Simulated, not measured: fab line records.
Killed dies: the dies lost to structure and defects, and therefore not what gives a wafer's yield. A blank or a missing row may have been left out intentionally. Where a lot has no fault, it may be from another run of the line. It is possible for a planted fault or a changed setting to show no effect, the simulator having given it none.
A struck lot beside a sound one    flow nand_harc    42 out of 1159 route steps
Sound: wafers L830.3, L830.4, L830.6. Wafers struck: L849.1, L849.3, L849.6. The cause is given at the end.
Order at every step that has rows: each side's tool, ch and its chambers, its first start. Under that, the readings that differ: sound wafers    struck wafers    difference of the means    sigmas: that difference in standard deviations of wafers without a fault.
alike: same words and numbers on both sides, and readings whose means sit less than 2 such deviations apart. not compared: any withheld reading, any reading some wafer has no value for, any bound like >300 that may hide the same value, and any number with overlapping values for which the record gives no deviation.
Wherever a step has rows on one side only, a row that says differs or no value, or a row with sigmas, the two part there. Non-overlapping numbers with no deviation appear without sigmas and do not part them. A reading that every wafer of one side lacks parts them only if that side has two wafers or more.

first, 2 steps without rows for these wafers: NHARC_THIN_TSV_GRIND_00; NHARC_THIN_TSV_CMP_01 (polishes).
NHARC_THIN_TSV_THK_MEAS_02: measures by ir.
  sound on film_metro-02, day 19 20:22; struck on film_metro-01, day 24 10:02
  alike: thk_nm
then, 9 steps without rows for these wafers: NHARC_THIN_TSV_SRD_03; NHARC_THIN_TSV_PRECLEAN_41 (cleans in SC1); NHARC_THIN_TSV_SRD_42; NHARC_THIN_TSV_DEP_43 (deposits SiO2, target thk 1328.5 nm); NHARC_THIN_TSV_DEHYDRATE_04 (time 120 s); NHARC_THIN_TSV_HMDS_05 (time 30 s); NHARC_THIN_TSV_COAT_06; NHARC_THIN_TSV_SOFTBAKE_07 (time 95 s); NHARC_THIN_TSV_EBR_08.
NHARC_THIN_TSV_EXPOSE_09: exposes mask TSV.
  sound on krf_scanner-04 ch 0, day 19 21:09; struck on krf_scanner-03 ch 0, day 24 10:48
reading               sound                 struck                difference  sigmas
exposure_dose_mJ_cm2  30.682 30.686 30.653  44.222 44.170 44.188  +13.520     +99 or more
  alike: mask
then, 2 steps without rows for these wafers: NHARC_THIN_TSV_PEB_10 (peb time 85 s); NHARC_THIN_TSV_DEVELOP_11 (time 70 s).
NHARC_THIN_TSV_CD_MEAS_12: the cd target is 1000 nm.
  sound on cd_sem-01 ch 0, day 19 21:19; struck on cd_sem-01 ch 0, day 24 10:57
reading     sound              struck                difference  sigmas
cd_nm (nm)  998.2 997.2 997.2  1009.7 1010.1 1009.3  +12.2       +8
then, 2 steps without rows for these wafers: NHARC_THIN_TSV_HARDBAKE_13 (time 80 s); NHARC_THIN_TSV_DESCUM_14 (chemistry O2, time 3 s).
NHARC_THIN_TSV_ETCH_44: etches the open film in CF4/O2, target depth 1594.2 nm, time 797.1 s.
  sound on rie_diel-05 ch 1,2, day 19 21:33; struck on rie_diel-09 ch 1,2,3, day 24 11:15
  alike: drypump_motor_current_A, oes_product_au, rf_vpp_V, showerhead_plenum_p_Torr, throttle_valve_pct
  not compared: rf_hours_counter_h
then, 1 step without rows for these wafers: NHARC_THIN_TSV_ETCH_15 (target depth 3000 nm, bosch target overetch cycles 2, bosch etch step 2.8 s).
NHARC_THIN_TSV_CD_MEAS_16:
  sound on cd_sem-03, day 19 22:17; struck on cd_sem-03, day 24 11:55
reading     sound              struck                difference  sigmas
cd_nm (nm)  998.3 998.0 998.1  1009.5 1010.2 1009.4  +11.6       +8
then, 2 steps without rows for these wafers: NHARC_THIN_TSV_STRIP_45 (strips in O2); NHARC_THIN_TSV_STRIP_46 (strips in post etch residue remover, time 1200 s).
NHARC_THIN_TSV_DEP_47: deposits SiO2, target thk 200 nm.
  sound on pecvd-02 ch 0,2, day 19 23:08; struck on pecvd-02 ch 0,1,2, day 24 12:47
  alike: chamber_pressure_Torr, throttle_valve_pct
then, 4 steps without rows for these wafers: NHARC_THIN_TSV_ETCHBACK_48 (etches the open film in C4F8/Ar, target depth 1028.5 nm, time 405.17 s); NHARC_THIN_TSV_STRIP_62 (strips in N2/H2, time 20 s); NHARC_THIN_TSV_DEGAS_49 (time 120 s); NHARC_THIN_TSV_PRE_CLEAN_50 (time 30 s).
NHARC_THIN_TSV_PVD_19: deposits TaN, target thk 20 nm.
  sound on pvd_sputter-03; struck on pvd_sputter-03
  alike: throttle_valve_pct
then, 2 steps without rows for these wafers: NHARC_THIN_TSV_PVD_51 (deposits Cu, target thk 100 nm); NHARC_THIN_TSV_ECD_20 (material Cu, target thk 2000 nm).
NHARC_THIN_TSV_ANNEAL_52: time 90 s.
  sound on rtp_anneal-02 ch 0, day 20 01:25; struck on rtp_anneal-02 ch 0, day 24 14:54
  alike: wafer_temp_C_max
NHARC_THIN_TSV_CMP_21: polishes, t overpolish 30 s, target thk 2000 nm.
  sound on cmp-01 ch 0,1, day 20 01:41; struck on cmp-01 ch 0,1,3, day 24 15:14
  alike: edge_zone_pressure_frac, motor_current_A, overpolish_run_s
then, 8 steps without rows for these wafers: NHARC_THIN_TSV_SRD_23; NHARC_THIN_TSV_DEGAS_53 (time 60 s); NHARC_THIN_TSV_PRE_CLEAN_54 (time 30 s); NHARC_THIN_TSV_PVD_55 (deposits TiN, target thk 50 nm); NHARC_THIN_TSV_PVD_24 (deposits Al, target thk 800 nm); NHARC_THIN_TSV_DEHYDRATE_25 (time 120 s); NHARC_THIN_TSV_HMDS_26 (time 30 s); NHARC_THIN_TSV_COAT_27.
NHARC_THIN_TSV_CD_MEAS_37:
  sound on cd_sem-03, day 20 04:36; struck on cd_sem-02, day 24 18:46
reading     sound                 struck                difference  sigmas
cd_nm (nm)  4999.6 4999.2 4997.3  5008.1 5009.3 5008.7  +10.0       +5

== WHERE THEY PART ==
First at NHARC_THIN_TSV_EXPOSE_09; last, within this record, at NHARC_THIN_TSV_CD_MEAS_37.

WHY: what the simulator had put in
Drift in process parameters on krf_scanner-03 at NHARC_THIN_TSV_EXPOSE_09, starting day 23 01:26. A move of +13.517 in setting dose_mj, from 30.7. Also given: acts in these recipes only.
